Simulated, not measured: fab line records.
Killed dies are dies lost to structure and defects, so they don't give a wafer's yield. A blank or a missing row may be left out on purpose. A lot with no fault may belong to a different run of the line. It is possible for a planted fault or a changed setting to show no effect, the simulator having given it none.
fab line records	flow nandHarc
record: lots: 13	wafers: 39	lastDay: 29
route steps=1159 shown P_GATE@132
lots that met no fault: taken from a fault-free run of the same line
startH: the number of hours between the record's first day and the start of the first shown wafer of the lot	waitH: how many hours have passed since the lot's step before this one	" as in the row above	L1.1+2: one row covering several wafers at once	- no value, or no start given	* or withheld: withheld	< > ~ a bound
route shown NAME@n: a module of which the file shows steps, and the number in the route of the first	usual: mean and standard deviation over wafers with no fault	same: alike in all rows	chamber/n: place in a boat	sites: the reading at each site	_std_site: the values' standard deviation	_edge_site: inner sites' mean taken away from outer sites' mean	radiusMm: how far each site lies from the wafer's centre	mask NAME#n: copy n	behind: tool/chamber where the wafer was last shaped	hold: why the lot went on hold/how many hours it stayed there/how the hold came to an end	device: names the non-switching transistor (n, p or np)	end of line: tests of these same wafers at the route's end	for a step that has no rows: nothing shown but its recipe	killed: count of dies lost to structure and defects at first sort (not the wafer's yield)	map: dies across one wafer; x = killed, . = not, _ = none there
set.NAME: the setting that was run; set.NAME@STEP: the one run at that earlier step	model.NAME: the simulator's own value behind a step, which no gauge read
the route's steps for a sample of lots (tables are steps, rows are wafers)
services: when a tool's chamber went out of use (startH, in hours from the record's first day, below 0 if earlier), for how many hours, and the reason
== steps ==
step: NHARC_P_GATE_DEP_103
recipe: targetThkA: 300	targetThkNm: 30	tempC: 400	flowSccm: 200	rfW: 350	material: SiON
usual: heaterPowerW: 753/77
lot.wafer	tool	chamber	startH	waitH	heaterPowerW
L364.1	pecvd-04	2	126.07	0.6	703
L364.6	"	0	"	"	650
L364.4	"	2	"	"	682
L362.2	pecvd-03	0	127.27	0.4	777
L362.1	"	2	"	"	761
L362.5	"	2	"	"	741
L363.2	pecvd-02	0	127.30	0.5	685
L363.1	"	1	"	"	763
L363.6	"	2	"	"	883
L368.2	pecvd-04	2	129.86	0.4	740
L368.3	"	0	"	"	606
L368.6	"	2	"	"	739
L369.2	pecvd-03	2	130.38	0.4	769
L369.1	"	0	"	"	806
L369.5	"	1	"	"	814
L370.3	pecvd-02	1	141.35	0.3	742
L370.2	"	0	"	"	683
L370.5	"	0	"	"	648
L372.2	pecvd-03	0	164.23	0.5	842
L372.1	"	1	"	"	828
L372.6	"	1	"	"	829
L376.2	pecvd-03	1	175.94	0.5	772
L376.5	"	0	"	"	887
L376.4	"	2	"	"	655
L379.1	pecvd-04	0	189.89	0.6	560
L379.2	"	2	"	"	797
L379.6	"	1	"	"	722
L380.1	pecvd-02	2	200.91	0.6	698
L380.2	"	0	"	"	765
L380.6	"	2	"	"	710
L381.1	pecvd-03	0	207.08	0.6	884
L381.3	"	2	"	"	783
L381.6	"	0	"	"	886
L384.1	pecvd-03	0	220.10	0.6	874
L384.2	"	1	"	"	811
L384.6	"	2	"	"	697
L383.1	pecvd-02	1	220.80	0.6	726
L383.4	"	2	"	"	874
L383.5	"	0	"	"	767
step: NHARC_P_GATE_CD_MEAS_33
usual: cdNm: 120.4/2.4
lot.wafer	tool	chamber	startH	waitH	cdNm
L364.1	cdSem-03	-	128.43	-	122.4
L364.4	"	-	"	"	120.7
L364.6	"	-	"	"	122.3
L362.1	cdSem-01	-	129.62	-	119.2
L362.2	"	-	"	"	118.3
L362.5	"	-	"	"	117.0
L363.1	cdSem-03	-	129.75	-	122.3
L363.2	"	-	"	"	119.5
L363.6	"	-	"	"	118.4
L368.2	cdSem-03	-	132.26	-	120.1
L368.3	"	-	"	"	119.2
L368.6	"	-	"	"	123.3
L369.1	cdSem-03	-	132.90	-	123.1
L369.2	"	-	"	"	122.9
L369.5	"	-	"	"	119.8
L370.2	cdSem-02	-	143.61	-	116.9
L370.3	"	-	"	"	117.2
L370.5	"	-	"	"	119.0
L372.1	cdSem-03	-	166.28	-	121.3
L372.2	"	-	"	"	117.4
L372.6	"	-	"	"	118.4
L376.2	cdSem-01	-	177.45	-	125.2
L376.4	"	-	"	"	121.9
L376.5	"	-	"	"	122.2
L379.1	cdSem-03	-	191.57	-	116.2
L379.2	"	-	"	"	122.2
L379.6	"	-	"	"	116.5
L380.1	cdSem-03	-	203.03	-	120.8
L380.2	"	-	"	"	119.8
L380.6	"	-	"	"	122.0
L381.1	cdSem-02	-	208.62	-	120.5
L381.3	"	-	"	"	117.5
L381.6	"	-	"	"	119.7
L384.1	cdSem-03	-	221.77	-	120.1
L384.2	"	-	"	"	120.2
L384.6	"	-	"	"	119.1
L383.1	cdSem-03	-	222.41	-	119.5
L383.4	"	-	"	"	119.1
L383.5	"	-	"	"	118.3
step: NHARC_P_GATE_ETCHBACK_37
recipe: targetDepthA: 345	timeS: 17.2	chf3FlowSccm: 50	o2FlowSccm: 10	arFlowSccm: 200	rfW: 500	biasW: 200	chemistry: CHF3/O2
usual: drypumpMotorCurrentA: 5.8/0.62	oesProductAu: 0.96/0.039	rfVppV: 371.6/2.1	showerheadPlenumPTorr: 2.45/0.097	throttleValvePct: 20.572/0.009
lot.wafer	tool	chamber	startH	waitH	drypumpMotorCurrentA	oesProductAu	rfHoursCounterH	rfVppV	showerheadPlenumPTorr	throttleValvePct
L364.4	rieDiel-06	3	-	-	5.8	0.92	19	374.6	2.52	20.565
L364.1	"	1	"	"	5.0	0.90	20	373.6	2.56	20.567
L364.6	"	2	"	"	5.3	0.94	-	369.0	2.28	20.564
L362.2	rieDiel-06	1	-	-	5.0	0.91	20	374.3	2.56	20.561
L362.1	"	2	"	"	5.3	0.93	21	367.6	2.28	20.564
L362.5	"	2	"	"	5.3	0.94	-	367.4	2.28	20.574
L363.1	rieDiel-05	1	-	-	6.1	1.01	68	369.7	2.37	20.586
L363.2	"	0	"	"	5.2	0.98	70	370.0	2.43	20.590
L363.6	"	1	"	"	6.1	1.00	-	370.4	2.37	20.573
L368.3	rieDiel-04	3	-	-	5.1	1.00	12	374.7	2.59	20.569
L368.2	"	0	"	"	6.4	1.00	11	369.8	2.33	20.565
L368.6	"	1	"	"	5.4	1.00	-	373.4	2.46	20.573
L369.1	rieDiel-06	0	-	-	6.7	0.92	23	372.5	2.46	20.580
L369.2	"	1	"	"	5.0	0.91	24	373.7	2.56	20.580
L369.5	"	1	"	"	5.0	0.90	-	374.7	2.56	20.571
L370.2	rieDiel-05	2	-	-	6.5	1.00	1	372.6	2.51	20.570
L370.3	"	1	"	"	6.1	1.01	2	369.1	2.37	20.575
L370.5	"	2	"	"	6.5	1.01	-	371.9	2.51	20.577
L372.1	rieDiel-06	1	-	-	5.0	0.90	26	374.5	2.56	20.564
L372.2	"	3	"	"	5.9	0.92	24	373.7	2.52	20.584
L372.6	"	1	"	"	5.0	0.91	-	373.6	2.56	20.563
L376.4	rieDiel-06	1	-	-	5.0	0.99	27	374.0	2.56	20.565
L376.2	"	2	"	"	5.3	1.00	28	367.1	2.27	20.578
L376.5	"	1	"	"	5.0	0.98	-	374.1	2.56	20.568
L379.2	rieDiel-06	1	-	-	5.0	0.91	28	374.7	2.56	20.576
L379.1	"	2	"	"	5.3	0.94	28	367.4	2.27	20.576
L379.6	"	1	"	"	5.0	0.91	-	374.4	2.56	20.563
L380.1	rieDiel-04	1	-	-	5.4	0.93	23	371.5	2.46	20.554
L380.2	"	2	"	"	6.5	0.93	25	371.8	2.45	20.561
L380.6	"	3	"	"	5.1	0.93	-	376.1	2.59	20.578
L381.1	rieDiel-06	1	-	-	5.0	0.91	29	374.2	2.56	20.566
L381.3	"	2	"	"	5.3	0.93	30	368.8	2.27	20.559
L381.6	"	0	"	"	6.7	0.94	-	371.4	2.46	20.556
L384.2	rieDiel-05	1	-	-	6.1	0.93	13	369.9	2.37	20.570
L384.1	"	2	"	"	6.4	0.91	12	373.0	2.51	20.571
L384.6	"	1	"	"	6.1	0.93	-	370.2	2.37	20.578
L383.4	rieDiel-04	3	-	-	5.1	0.91	28	374.2	2.59	20.563
L383.1	"	0	"	"	6.4	0.94	26	368.6	2.33	20.567
L383.5	"	2	"	"	6.4	0.92	-	372.5	2.44	20.554
step: NHARC_P_GATE_EXPOSE_43
recipe: na: 0.6	targetCdNm: 720	doseMj: 14.81	maskId: P_NSD
usual: exposureDoseMJCm2: 14.808/0.014
same: na: 0.6
lot.wafer	tool	chamber	startH	waitH	mask	exposureDoseMJCm2
L364.1	krfScanner-02	0	159.71	-	P_NSD#0	14.796
L364.4	"	0	"	"	P_NSD#0	14.805
L364.6	"	0	"	"	P_NSD#0	14.792
L362.1	krfScanner-04	0	159.87	-	P_NSD#0	14.811
L362.2	"	0	"	"	P_NSD#0	14.814
L362.5	"	0	"	"	P_NSD#0	14.833
L363.1	krfScanner-02	0	161.29	-	P_NSD#0	14.797
L363.2	"	0	"	"	P_NSD#0	14.822
L363.6	"	0	"	"	P_NSD#0	14.800
L368.2	krfScanner-04	0	172.33	-	P_NSD#0	14.807
L368.3	"	0	"	"	P_NSD#0	14.816
L368.6	"	0	"	"	P_NSD#0	14.796
L369.1	krfScanner-04	0	178.57	-	P_NSD#0	14.828
L369.2	"	0	"	"	P_NSD#0	14.796
L369.5	"	0	"	"	P_NSD#0	14.817
L370.2	krfScanner-01	0	180.15	-	P_NSD#0	14.803
L370.3	"	0	"	"	P_NSD#0	14.798
L370.5	"	0	"	"	P_NSD#0	14.787
L372.1	krfScanner-04	0	186.45	-	P_NSD#0	14.824
L372.2	"	0	"	"	P_NSD#0	14.821
L372.6	"	0	"	"	P_NSD#0	14.825
L376.2	krfScanner-04	0	195.00	-	P_NSD#0	13.645
L376.4	"	0	"	"	P_NSD#0	13.647
L376.5	"	0	"	"	P_NSD#0	13.663
L379.1	krfScanner-04	0	202.48	-	P_NSD#0	13.639
L379.2	"	0	"	"	P_NSD#0	13.632
L379.6	"	0	"	"	P_NSD#0	13.657
L380.1	krfScanner-04	0	213.95	-	P_NSD#0	13.645
L380.2	"	0	"	"	P_NSD#0	13.644
L380.6	"	0	"	"	P_NSD#0	13.625
L381.1	krfScanner-02	0	219.46	-	P_NSD#0	14.796
L381.3	"	0	"	"	P_NSD#0	14.787
L381.6	"	0	"	"	P_NSD#0	14.781
L384.1	krfScanner-01	0	232.49	-	P_NSD#0	14.817
L384.2	"	0	"	"	P_NSD#0	14.805
L384.6	"	0	"	"	P_NSD#0	14.787
L383.1	krfScanner-04	0	233.26	-	P_NSD#0	13.625
L383.4	"	0	"	"	P_NSD#0	13.634
L383.5	"	0	"	"	P_NSD#0	13.641
step: NHARC_P_GATE_CD_MEAS_46
recipe: targetCdNm: 720	landingEnergyEv: 500
usual: cdNm: 720.0/2.1
lot.wafer	tool	chamber	startH	waitH	cdNm
L364.1	cdSem-03	0	159.87	-	721.5
L364.4	"	0	"	"	720.8
L364.6	"	0	"	"	723.5
L362.1	cdSem-03	0	160.04	-	720.7
L362.2	"	0	"	"	723.0
L362.5	"	0	"	"	722.4
L363.1	cdSem-01	0	161.45	-	719.8
L363.2	"	0	"	"	723.3
L363.6	"	0	"	"	721.2
L368.2	cdSem-01	0	172.49	-	717.6
L368.3	"	0	"	"	714.9
L368.6	"	0	"	"	717.2
L369.1	cdSem-03	0	178.73	-	723.4
L369.2	"	0	"	"	722.4
L369.5	"	0	"	"	720.6
L370.2	cdSem-02	0	180.31	-	717.2
L370.3	"	0	"	"	717.2
L370.5	"	0	"	"	718.1
L372.1	cdSem-02	0	186.61	-	720.9
L372.2	"	0	"	"	719.6
L372.6	"	0	"	"	721.8
L376.2	cdSem-01	0	195.16	-	709.3
L376.4	"	0	"	"	707.1
L376.5	"	0	"	"	707.1
L379.1	cdSem-03	0	202.64	-	705.1
L379.2	"	0	"	"	708.3
L379.6	"	0	"	"	705.1
L380.1	cdSem-01	0	214.11	-	709.2
L380.2	"	0	"	"	703.2
L380.6	"	0	"	"	706.2
L381.1	cdSem-02	0	219.61	-	720.9
L381.3	"	0	"	"	722.2
L381.6	"	0	"	"	720.5
L384.1	cdSem-02	0	232.65	-	720.4
L384.2	"	0	"	"	721.1
L384.6	"	0	"	"	720.0
L383.1	cdSem-01	0	233.42	-	706.3
L383.4	"	0	"	"	705.7
L383.5	"	0	"	"	705.1
== services ==
tool	chamber	startH	hours	kind
pecvd-04	-	107.32	0.5	repair
rieDiel-06	3	110.11	6.4	repair
krfScanner-01	-	110.63	0.5	repair
pecvd-03	-	111.00	13.0	pm
rieDiel-04	-	111.90	9.0	pm
rieDiel-05	1	122.07	8.1	repair
rieDiel-06	0	122.58	-	clean
rieDiel-06	1	122.58	-	clean
krfScanner-04	-	126.00	4.0	pm
pecvd-04	-	126.36	1.1	repair
krfScanner-02	-	131.74	0.8	repair
pecvd-03	0	142.84	17.6	repair
rieDiel-06	0	148.36	2.1	repair
pecvd-02	-	153.05	13.0	pm
pecvd-03	-	153.61	2.5	repair
rieDiel-05	-	163.60	9.0	pm
rieDiel-06	-	168.29	2.1	repair
pecvd-02	-	184.09	1.5	repair
pecvd-04	-	195.00	13.0	pm
pecvd-03	-	195.77	0.9	repair
rieDiel-05	0	209.18	6.5	repair
krfScanner-02	-	210.00	4.0	pm
pecvd-03	-	211.72	1.0	repair
rieDiel-04	2	221.36	3.4	repair
== key ==
firstSign: step: NHARC_P_GATE_EXPOSE_43	reading: exposureDoseMJCm2	direction: down	sigmas: 81	usual: 14.808	struck: 13.641
effect: step: NHARC_P_GATE_CD_MEAS_46	reading: cdNm	direction: down	sigmas: 6.4	usual: 720.0	struck: 706.5
metAt NHARC_P_GATE_EXPOSE_43
struckLots L376,L379,L380,L383
testerLeftOut L376,L379,L380,L383
notActingAt NHARC_P_GATE_DEP_103,NHARC_P_GATE_CD_MEAS_33,NHARC_P_GATE_ETCHBACK_37
onsetBetween 186.45 195.00
fault: kind: processParameterDrift	tool: krfScanner-04	chamber: -	onsetH: 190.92	steps: NHARC_P_GATE_EXPOSE_43	channel: doseMj	offset: -1.1649	shape: step	actsIn: theseRecipesOnly	stated: 14.81
testerLeftOut: of these lots the tester's yield and bins aren't shown, on N5 and GAA mostly nor the transistor test; their killed dies are dies lost to structure and defects alone, not to doping, threshold or leakage, so they don't give the yield
